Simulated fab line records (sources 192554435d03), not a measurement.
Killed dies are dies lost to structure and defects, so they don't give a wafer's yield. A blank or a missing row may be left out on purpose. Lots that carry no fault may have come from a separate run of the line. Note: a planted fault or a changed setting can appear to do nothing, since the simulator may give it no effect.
8D (eight disciplines) problem report, filled in by code -- flow n5-finfet -- the parts of the form that need people (team, actions taken, sign-off) are left out

== 1. PROBLEM STATEMENT ==
Mean of etch-rf-on-time-s at N5_BEOL_M3_ETCH_69: 15.2 s across 3 wafers in 2 lots; on wafers with no fault it is 26.1 s (standard deviation 0.62). That is -18 standard deviations from the usual mean.
The step: etches SiARC in CF4, target depth 15.6 nm, time 26 s.
Earliest sighting: wafer L463.2 on rie-diel-02 at day 9 15:49. Wafers with a number at this step in the record: 24, from 8 lots. By rule, "out" or "out of limits" means more than 4 standard deviations away from the usual mean. Any other wafer with a number is counted as sound.

== 2. WHAT THIS IS AND IS NOT ==
question,is,is not
which readings at this step,"etch-rf-on-time-s, oes-product-au","bias-w, drypump-motor-current-A, rf-vpp-V, showerhead-plenum-p-Torr, throttle-valve-pct"
which lots,"L463, L466","L460, L469, L472, L473, L474, L476"
which wafers of those lots,"L463.2, L466.2, L466.6","L463.1, L463.5, L466.4"
read on which tools,rie-diel-02,"rie-diel-03, rie-diel-04"
when,from day 9 15:49,"up to then (5 sound wafers); but 16 sound wafers of L466, L469, L472, L473, L474, L476 came after"

== 3. WHAT RULES OUT EACH SUSPECT ==
Counting: a tool at a process step up to the reading stays a suspect if it ran every lot that is out. Sound lots after the first of them don't rule it out here, since some wafers of a struck lot are sound.
- rie-diel-02 at N5_BEOL_M3_DESCUM_16 (chemistry O2, time 7 s): kept. It ran every lot that is out, first L463 (day 9 14:46).
- rie-diel-02 at N5_BEOL_M3_STRIP_19 (strips in O2): kept. Every lot that is out went through it, the first being L463 (day 9 15:07); the last sound lot it ran before that was L460 (day 8 21:13).
- rie-diel-02 at N5_BEOL_M3_ETCH_69 (etches SiARC in CF4, target depth 15.6 nm, time 26 s): kept. It ran every lot that is out, first L463 (day 9 15:49). Out on those wafers are its own readings of etch-rf-on-time-s, oes-product-au.
rie-diel-02 at N5_BEOL_M3_DESCUM_16, rie-diel-02 at N5_BEOL_M3_STRIP_19 and rie-diel-02 at N5_BEOL_M3_ETCH_69 are what is left after counting.

== 4. THE CAUSE (what the simulator had put in) ==
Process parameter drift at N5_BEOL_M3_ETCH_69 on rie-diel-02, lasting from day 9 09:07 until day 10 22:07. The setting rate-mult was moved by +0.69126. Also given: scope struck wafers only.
After counting, 3 suspects remain, this tool included.

== 5. THE CHAIN OF EFFECTS, in route order ==
Rows list readings where the struck wafers' mean (over those with a number) sits beyond 3 standard deviations from the usual. Only readings for which the record gives a usual standard deviation are gone through. hours: the time from each lot's start at the first step in this table that gives one to its start at this step, as a median over the lots. sigmas: the change in usual standard deviations.
hours,step,reading,usual,on struck wafers,change,sigmas
0,N5_BEOL_M3_ETCH_69,etch-rf-on-time-s,26.1 s,15.2,-10.9,-18
0,N5_BEOL_M3_ETCH_69,oes-product-au,0.67 a.u.,1.04,+0.37,+4.8
Its process steps:
- N5_BEOL_M3_ETCH_69: etches SiARC in CF4, target depth 15.6 nm, time 26 s.
Later measuring or inspecting steps at which every struck wafer that the step has a row for has a number for every such reading, and none has moved that far: N5_BEOL_M4_RC_MEAS_101.

== 6. WHAT WOULD HAVE CAUGHT IT SOONER ==
7 hours passed between the start of the fault at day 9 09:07 and the first reading out of limits in this record, taken at day 9 15:49.
